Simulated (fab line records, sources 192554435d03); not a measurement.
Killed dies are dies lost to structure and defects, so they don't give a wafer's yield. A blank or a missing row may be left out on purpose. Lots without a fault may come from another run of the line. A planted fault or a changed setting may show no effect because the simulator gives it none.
Which tool did it? | flow n5_finfet | 9 lots, 27 wafers sampled, at 7 steps of a route of 1938

WHAT THE GAUGES READ, wafer by wafer
N5_MOL_CONTACT_COAG_CD_MEAS_84: target cd 25.1 nm.
lot  | measured     | on        | cd_nm (nm)
L466 | day 6 05:13  | cd_sem-01 | 25.40 25.52 25.41
L467 | day 6 09:16  | cd_sem-01 | 25.10 24.91 25.15
L471 | day 7 10:32  | cd_sem-01 | 25.00 25.43 25.30
L472 | day 7 14:22  | cd_sem-03 | 24.85 25.38 25.14
L477 | day 8 17:07  | cd_sem-03 | 24.99 24.54 24.88
L478 | day 9 01:39  | cd_sem-02 | 25.13 25.36 25.61
L482 | day 10 07:46 | cd_sem-01 | 22.75 22.45 22.24
L483 | day 10 07:49 | cd_sem-02 | 22.60 22.34 22.32
L485 | day 10 23:40 | cd_sem-01 | 25.28 25.45 25.22

N5_MOL_CONTACT_COAG_CD_MEAS_137: target cd 16 nm.
lot  | measured     | on        | cd_nm (nm)
L466 | day 6 06:09  | cd_sem-01 | 17.0 16.1 15.8
L467 | day 6 10:11  | cd_sem-02 | 16.2 16.1 16.5
L471 | day 7 11:29  | cd_sem-03 | 15.8 16.2 16.9
L472 | day 7 15:32  | cd_sem-03 | 15.8 16.2 16.2
L477 | day 8 18:42  | cd_sem-03 | 15.5 15.9 15.4
L478 | day 9 02:41  | cd_sem-02 | 16.0 16.3 15.9
L482 | day 10 08:41 | cd_sem-01 | 12.9 12.8 12.9
L483 | day 10 08:50 | cd_sem-02 | 13.7 12.7 12.9
L485 | day 11 00:40 | cd_sem-01 | 15.5 15.4 16.0

N5_BEOL_M4_RC_MEAS_101.
lot  | measured     | on        | DIBL_N (mV/V)  | DIBL_P (mV/V)  | IOFF_N (nA/um)    | IOFF_P (nA/um) | ION_N (uA/um) | ION_P (uA/um) | SS_N (mV/dec)  | SS_P (mV/dec)  | VT_N (mV)   | VT_P (mV)
L466 | day 10 13:10 | prober-01 | 36.8 36.6 37.4 | 34.7 35.0 35.3 | 0.162 0.168 0.169 | 0.22 0.23 0.23 | 686 684 670   | 473 465 464   | 71.3 71.1 71.2 | 73.4 73.3 72.9 | 246 245 247 | -247 -246 -248
L467 | day 10 16:06 | prober-02 | 36.2 38.4 38.0 | 36.1 37.5 37.2 | 0.169 0.224 0.212 | 0.23 0.26 0.26 | 684 684 685   | 462 466 470   | 71.8 72.4 72.3 | 73.3 74.9 74.6 | 250 246 244 | -249 -246 -248
L471 | day 11 17:14 | prober-01 | 33.2 35.7 34.5 | 31.2 34.0 32.1 | 0.101 0.127 0.107 | 0.13 0.16 0.14 | 667 663 642   | 457 454 443   | 70.6 71.1 71.7 | 72.3 73.0 72.6 | 255 255 258 | -259 -256 -259
L472 | day 12 09:45 | prober-02 | 34.7 35.7 36.0 | 34.5 34.6 35.6 | 0.137 0.144 0.157 | 0.19 0.18 0.20 | 675 661 668   | 467 455 453   | 71.1 71.6 72.3 | 72.2 72.4 72.8 | 248 249 247 | -250 -253 -251
L477 | day 12 12:54 | prober-01 | 38.0 34.2 36.3 | 38.6 34.1 35.9 | 0.177 0.116 0.141 | 0.21 0.15 0.18 | 685 669 666   | 464 459 455   | 71.6 70.7 71.8 | 73.8 71.3 72.8 | 247 253 254 | -251 -256 -251
L478 | day 13 04:33 | prober-01 | 33.9 35.4 35.3 | 34.0 34.9 35.1 | 0.114 0.128 0.133 | 0.19 0.20 0.21 | 666 654 672   | 461 456 468   | 70.4 70.9 70.9 | 73.0 72.7 72.8 | 253 254 252 | -250 -251 -250
L485 | day 15 06:53 | prober-02 | 37.4 37.5 36.9 | 38.5 37.4 37.8 | 0.181 0.181 0.172 | 0.25 0.24 0.24 | 683 694 696   | 464 476 480   | 72.0 72.1 71.8 | 73.1 73.9 73.8 | 248 246 249 | -249 -248 -249

WHICH TOOL RAN EACH LOT (tool, then ch and the chambers of the sampled wafers, then the start)
lot  | N5_MOL_CONTACT_COAG_PRE_CLEAN_141 | N5_MOL_CONTACT_COAG_CO_FILL_22   | N5_MOL_CONTACT_COAG_EXPOSE_81     | N5_MOL_CONTACT_COAG_ETCHBACK_132
L466 | pvd_sputter-01, day 5 21:16       | cvd_co-02 ch 1,2, day 5 21:27    | euv_scanner-02 ch 0, day 6 05:05  | rie_diel-03 ch 2,3, day 6 05:40
L467 | pvd_sputter-03, day 6 02:52       | cvd_co-02 ch 0,1,2, day 6 03:10  | euv_scanner-02 ch 0, day 6 09:07  | rie_diel-03 ch 0,1,3, day 6 09:41
L471 | pvd_sputter-02, day 7 03:23       | cvd_co-01 ch 0,1,2, day 7 03:34  | euv_scanner-01 ch 0, day 7 10:23  | rie_diel-05 ch 0,2,3, day 7 10:59
L472 | pvd_sputter-03, day 7 07:39       | cvd_co-02 ch 0,2, day 7 07:50    | euv_scanner-01 ch 0, day 7 14:14  | rie_diel-03 ch 1,2, day 7 14:48
L477 | pvd_sputter-03, day 8 10:35       | cvd_co-02 ch 0,1, day 8 10:51    | euv_scanner-01 ch 0, day 8 16:59  | rie_diel-01 ch 0,2,3, day 8 18:13
L478 | pvd_sputter-03, day 8 18:04       | cvd_co-02 ch 0,1,2, day 8 18:14  | euv_scanner-01 ch 0, day 9 01:30  | rie_diel-01 ch 0,1, day 9 02:11
L482 | pvd_sputter-02, day 9 21:07       | cvd_co-01 ch 0,2, day 9 21:17    | euv_scanner-01 ch 0, day 10 07:38 | rie_diel-05 ch 0,2, day 10 08:11
L483 | pvd_sputter-03, day 9 22:04       | cvd_co-01 ch 0,1, day 9 22:20    | euv_scanner-01 ch 0, day 10 07:40 | rie_diel-01 ch 1,2,3, day 10 08:21
L485 | pvd_sputter-01, day 10 16:28      | cvd_co-01 ch 0,1,2, day 10 16:39 | euv_scanner-02 ch 0, day 10 23:31 | rie_diel-05 ch 0,2,3, day 11 00:11
- N5_MOL_CONTACT_COAG_PRE_CLEAN_141: time 60 s.
- N5_MOL_CONTACT_COAG_CO_FILL_22: material Co, precursor CCTBA/H2, target thk 20 nm.
- N5_MOL_CONTACT_COAG_EXPOSE_81: exposes mask VG, defocus 0 nm.
- N5_MOL_CONTACT_COAG_ETCHBACK_132: etches SiO2 in CHF3, target depth 10 nm, time 6.7 s.

WHAT THE TOOLS THEMSELVES READ (means of the sampled wafers that have a number; where no wafer has one, the mark that the record gives instead)
N5_MOL_CONTACT_COAG_PRE_CLEAN_141.
lot  | tool           | heater_power_w (W)
L466 | pvd_sputter-01 | 387
L467 | pvd_sputter-03 | 431
L471 | pvd_sputter-02 | 466
L472 | pvd_sputter-03 | 452
L477 | pvd_sputter-03 | 435
L478 | pvd_sputter-03 | 445
L482 | pvd_sputter-02 | 386
L483 | pvd_sputter-03 | 454
L485 | pvd_sputter-01 | 422

N5_MOL_CONTACT_COAG_CO_FILL_22.
lot  | tool      | heater_power_w (W)
L466 | cvd_co-02 | 231
L467 | cvd_co-02 | 241
L471 | cvd_co-01 | 243
L472 | cvd_co-02 | 239
L477 | cvd_co-02 | 244
L478 | cvd_co-02 | 241
L482 | cvd_co-01 | 219
L483 | cvd_co-01 | 262
L485 | cvd_co-01 | 247

N5_MOL_CONTACT_COAG_EXPOSE_81.
lot  | tool           | exposure_dose_mJ_cm2
L466 | euv_scanner-02 | 59.47
L467 | euv_scanner-02 | 59.50
L471 | euv_scanner-01 | 59.47
L472 | euv_scanner-01 | 59.51
L477 | euv_scanner-01 | 59.59
L478 | euv_scanner-01 | 59.54
L482 | euv_scanner-01 | 52.33
L483 | euv_scanner-01 | 52.24
L485 | euv_scanner-02 | 59.41

N5_MOL_CONTACT_COAG_ETCHBACK_132.
lot  | tool        | drypump_motor_current_A (A) | oes_ar_750_au (a.u.) | oes_product_au (a.u.) | rf_fwd_power_W (W) | rf_vpp_V (V) | showerhead_plenum_p_Torr (Torr) | throttle_valve_pct (%)
L466 | rie_diel-03 | 6.0                         | 0.70                 | 0.71                  | 602.8              | 534          | 2.30                            | 18.81
L467 | rie_diel-03 | 5.9                         | 0.78                 | 0.78                  | 598.6              | 538          | 2.38                            | 18.61
L471 | rie_diel-05 | 5.6                         | 0.78                 | 0.79                  | 602.0              | 528          | 2.38                            | 18.83
L472 | rie_diel-03 | 5.5                         | 0.82                 | 0.83                  | 601.1              | 538          | 2.43                            | 18.81
L477 | rie_diel-01 | 5.7                         | 0.90                 | 0.90                  | 601.9              | 537          | 2.40                            | 18.69
L478 | rie_diel-01 | 5.7                         | 0.88                 | 0.88                  | 602.2              | 523          | 2.33                            | 18.59
L482 | rie_diel-05 | 5.6                         | 0.79                 | 0.79                  | 602.0              | 521          | 2.29                            | 18.85
L483 | rie_diel-01 | 5.8                         | 0.88                 | 0.89                  | 599.7              | 534          | 2.39                            | 18.66
L485 | rie_diel-05 | 5.5                         | 0.85                 | 0.85                  | 603.3              | 527          | 2.37                            | 18.77

THE ANSWER, worked out from the rows above alone
Rule: what is usual is taken from the lots themselves. Put in order of their means at a reading, lots are off if they are a third of the lots or fewer, leave a main group of 4 or more, and stand apart from it by a gap of 3 or more times the standard deviation of the main group's means; of several such gaps the widest counts. A main group whose means are all the same, to the digits that the tables above print for the reading, isn't used. A lot without any number at a reading at which 4 lots or more have one is off too. The other lots that the step has rows for count as sound. The gauges are gone through in route order, then the tools' own readings, and for those a lot's mean is taken as printed above. The first step at which some lot is off is used, and at that step the reading that is off furthest; a lot without a number counts as furthest.
Off: L482, L483, at N5_MOL_CONTACT_COAG_CD_MEAS_84 (cd_nm). The main group: mean 25.19 nm, standard deviation 0.2.
A tool fits if, at a process step before that reading, it ran every lot that is off, and no sound lot after the first of them. The gauges at N5_MOL_CONTACT_COAG_CD_MEAS_84 aren't tried: what is off there is off at N5_MOL_CONTACT_COAG_EXPOSE_81 too, on other tools, and a gauge's error can't cause that. One fits: euv_scanner-01 at N5_MOL_CONTACT_COAG_EXPOSE_81. Its last sound lot is L478 (day 9 01:30), its first lot that is off L482 (day 10 07:38): a fault that began between those two fits.
The tool's own readings at N5_MOL_CONTACT_COAG_EXPOSE_81 bear it out: on the lots that are off they differ by more than 5 times the standard deviation of the sound lots' means. exposure_dose_mJ_cm2 reads 52.28 there against 59.50 on the sound lots.

WHAT THE SIMULATOR HAD PUT IN
Process parameter drift: euv_scanner-01, from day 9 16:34 on, at N5_MOL_CONTACT_COAG_EXPOSE_81. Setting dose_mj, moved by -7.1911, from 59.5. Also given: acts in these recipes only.
Lots struck among those shown: L482, L483. The rule above found the same.
